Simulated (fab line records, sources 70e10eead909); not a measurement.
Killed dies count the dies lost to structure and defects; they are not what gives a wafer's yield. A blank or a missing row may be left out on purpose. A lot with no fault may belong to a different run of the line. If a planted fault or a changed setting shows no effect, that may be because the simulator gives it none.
Chamber matching ; flow nand harc ; NHARC_A_BONDPAD_ETCH_34 on rie diel-04: 4 sister chambers
The step etches the open film in N2/H2, target depth 60 nm, overetch 18 nm, time 65.91 s. 22 wafers are shown with their chamber, then 10 later ones without.

== WAFERS WITH THEIR CHAMBER ==
wafer;chamber;showerhead plenum p Torr (Torr);drypump motor current A (A);rf vpp V (V)
L907.1;2;1.91;5.9;427
L907.3;0;1.90;5.3;427
L907.6;2;1.91;5.9;426
L912.1;1;2.08;5.7;431
L912.4;2;1.91;5.9;426
L912.6;1;2.08;5.7;431
L915.2;2;1.91;5.9;426
L915.6;0;1.90;5.2;427
L920.3;1;2.07;5.7;432
L920.4;0;1.90;5.2;427
L920.5;2;1.91;5.9;427
L922.3;0;1.90;5.3;425
L922.4;1;2.07;5.7;432
L922.6;2;1.91;5.9;425
L923.2;2;1.91;5.9;425
L923.4;1;2.07;5.8;431
L923.5;2;1.91;5.9;426
L928.2;3;2.19;6.3;436
L928.5;0;1.90;5.2;426
L928.6;1;2.07;5.7;432
L924.3;2;1.91;5.9;426
L924.4;0;1.90;5.2;426

SIGNATURES, as means of the wafers listed above
reading;chamber 0;chamber 1;chamber 2;chamber 3;scatter within a chamber
showerhead plenum p Torr;1.9000;2.0733;1.9100;2.1900;0.00272
drypump motor current A;5.233;5.717;5.900;6.300;0.0347
rf vpp V;426.33;431.50;426.00;436.00;0.701
Rule: a wafer lies at a distance from a chamber equal to the root of the sum of squares, over the readings, of (its reading less the chamber's mean, divided by the reading's scatter). The wafer belongs to the nearest chamber; if the next one is less than 2 further off, it can't be placed. The scatter: the root of (the sum of the squares of (reading less its chamber's mean) over the shown wafers, divided by (wafers less chambers)).

== WAFERS MISSING THEIR CHAMBER ==
wafer;showerhead plenum p Torr (Torr);drypump motor current A (A);rf vpp V (V)
L924.5;2.07;5.8;431
L927.1;2.19;6.3;436
L927.2;1.90;5.2;427
L927.3;2.07;5.7;431
L926.1;2.19;6.3;434
L926.2;1.90;5.3;426
L926.5;1.90;5.3;427
L929.1;1.91;5.9;426
L929.3;2.07;5.8;432
L929.5;2.07;5.7;431

== THE CHAMBER EACH PASSED THROUGH ==
wafer;from the rows above;in truth
L924.5;1;1
L927.1;3;3
L927.2;0;0
L927.3;1;1
L926.1;3;3
L926.2;0;0
L926.5;0;0
L929.1;2;2
L929.3;1;1
L929.5;1;1
10 of 10 placed correctly. Left unplaced by these rows: 0. Wrongly placed: 0.
